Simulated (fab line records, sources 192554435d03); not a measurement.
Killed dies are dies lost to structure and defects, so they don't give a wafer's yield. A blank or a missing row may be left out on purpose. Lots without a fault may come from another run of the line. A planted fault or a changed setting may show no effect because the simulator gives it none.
Chamber matching | flow n5_finfet | N5_BEOL_M12_ETCH_67 on rie_diel-05: 4 sister chambers
The step etches SiARC in CF4, target depth 143 nm, time 238.3 s. 14 wafers are shown with their chamber, then 7 later ones without.

WAFERS WITH THEIR CHAMBER
wafer  | chamber | drypump_motor_current_A (A) | showerhead_plenum_p_Torr (Torr) | throttle_valve_pct (%)
L075.1 | 2       | 5.5                         | 2.18                            | 15.08
L075.4 | 3       | 6.0                         | 2.19                            | 16.03
L075.6 | 2       | 5.5                         | 2.18                            | 15.07
L082.4 | 1       | 5.8                         | 2.11                            | 15.33
L082.5 | 1       | 5.7                         | 2.11                            | 15.36
L082.6 | 0       | 6.1                         | 2.09                            | 15.35
L089.4 | 2       | 5.5                         | 2.17                            | 15.14
L089.5 | 0       | 6.1                         | 2.09                            | 15.40
L089.6 | 1       | 5.7                         | 2.10                            | 15.39
L090.1 | 1       | 5.8                         | 2.10                            | 15.40
L090.3 | 3       | 6.1                         | 2.18                            | 15.55
L090.5 | 1       | 5.8                         | 2.10                            | 15.39
L093.2 | 1       | 5.8                         | 2.10                            | 15.40
L093.3 | 0       | 6.1                         | 2.08                            | 15.40

SIGNATURES (means of the wafers above)
reading                  | chamber 0 | chamber 1 | chamber 2 | chamber 3 | scatter within a chamber
drypump_motor_current_A  | 6.100     | 5.767     | 5.500     | 6.050     | 0.0428
showerhead_plenum_p_Torr | 2.0867    | 2.1033    | 2.1767    | 2.1850    | 0.00563
throttle_valve_pct       | 15.3833   | 15.3783   | 15.0967   | 15.7900   | 0.111
Rule: a wafer's distance from a chamber is the root of the sum, over the readings, of the square of ((its reading less the chamber's mean) divided by the reading's scatter). The wafer belongs to the nearest chamber; if the next one is less than 2 further off, it can't be placed. The scatter: the root of (the sum of the squares of (reading less its chamber's mean) over the shown wafers, divided by (wafers less chambers)).

WAFERS WITHOUT THEIR CHAMBER
wafer  | drypump_motor_current_A (A) | showerhead_plenum_p_Torr (Torr) | throttle_valve_pct (%)
L093.5 | 6.1                         | 2.18                            | 15.59
L092.2 | 6.1                         | 2.08                            | 15.40
L092.3 | 6.1                         | 2.18                            | 15.60
L092.6 | 6.1                         | 2.18                            | 15.58
L094.1 | 6.1                         | 2.18                            | 15.61
L094.5 | 6.1                         | 2.08                            | 15.40
L094.6 | 5.7                         | 2.09                            | 15.39

WHICH CHAMBER EACH WENT THROUGH
wafer  | from the rows above | in truth
L093.5 | 3                   | 3
L092.2 | 0                   | 0
L092.3 | 3                   | 3
L092.6 | 3                   | 3
L094.1 | 3                   | 3
L094.5 | 0                   | 0
L094.6 | 1                   | 1
Placed correctly: 7 of 7. Can't be placed from these rows: 0. Placed wrongly: 0.
